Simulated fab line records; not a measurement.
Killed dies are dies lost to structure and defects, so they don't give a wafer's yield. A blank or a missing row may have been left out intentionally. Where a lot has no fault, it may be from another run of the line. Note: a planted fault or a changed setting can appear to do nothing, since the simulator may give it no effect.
Which tool was responsible? / flow n5_finfet / 15 lots, 45 wafers sampled, at 1 step of a route of 1938

== WHAT EACH GAUGE READ, for each wafer ==
N5_BEOL_M15_INSPECT_55: inspects for defects (darkfield).
lot=L582; measured=day 12 03:46; on=defect_inspect-02; raw_defect_count=54 63 67
lot=L583; measured=day 12 07:01; on=defect_inspect-02; raw_defect_count=87 53 89
lot=L584; measured=day 12 07:16; on=defect_inspect-01; raw_defect_count=139 111 96
lot=L585; measured=day 12 07:51; on=defect_inspect-01; raw_defect_count=75 58 62
lot=L586; measured=day 12 08:23; on=defect_inspect-02; raw_defect_count=90 73 94
lot=L587; measured=day 12 20:28; on=defect_inspect-02; raw_defect_count=42 70 67
lot=L588; measured=day 13 06:44; on=defect_inspect-01; raw_defect_count=59 57 67
lot=L591; measured=day 13 18:25; on=defect_inspect-02; raw_defect_count=50 79 75
lot=L589; measured=day 13 19:57; on=defect_inspect-02; raw_defect_count=61 53 51
lot=L597; measured=day 16 00:59; on=defect_inspect-02; raw_defect_count=96 79 68
lot=L600; measured=day 16 09:04; on=defect_inspect-01; raw_defect_count=75 101 111
lot=L601; measured=day 17 01:41; on=defect_inspect-02; raw_defect_count=110 63 52
lot=L603; measured=day 17 07:16; on=defect_inspect-01; raw_defect_count=43 36 92
lot=L605; measured=day 17 11:03; on=defect_inspect-01; raw_defect_count=93 61 54
lot=L604; measured=day 17 21:05; on=defect_inspect-01; raw_defect_count=50 51 70

== WHICH TOOL RAN EACH LOT (tool, then ch and the chambers of the sampled wafers, then the start) ==
Record: no process step prior to these readings.

== AS READ BY THE TOOLS THEMSELVES (means over the sampled wafers that have a number; for cases with no such wafer, the mark the record gives instead) ==
The record holds no such reading with a usual standard deviation.

== THE ANSWER, worked out from the rows above alone ==
Rule: the usual values come from the lots themselves. The widest of any qualifying gaps counts: lots, ordered by their means at a reading, are off when they make up no more than a third of the lots, leave a main group of 4 or more, and stand apart from it by 3 or more times the standard deviation of that group's means. A main group is skipped when, at the precision printed for the reading in the tables above, its means are all equal. A lot without any number at a reading at which 4 lots or more have one is off too. Any other lot the step has rows for is counted as sound. The gauges are gone through in route order, then the tools' own readings, and for those a lot's mean is taken as printed above. The first step at which some lot is off is used, and at that step the reading that is off furthest; a lot without a number counts as furthest.
None of the lots is off at any reading shown; this tells nothing.

== WHAT THE SIMULATOR HAD INSERTED ==
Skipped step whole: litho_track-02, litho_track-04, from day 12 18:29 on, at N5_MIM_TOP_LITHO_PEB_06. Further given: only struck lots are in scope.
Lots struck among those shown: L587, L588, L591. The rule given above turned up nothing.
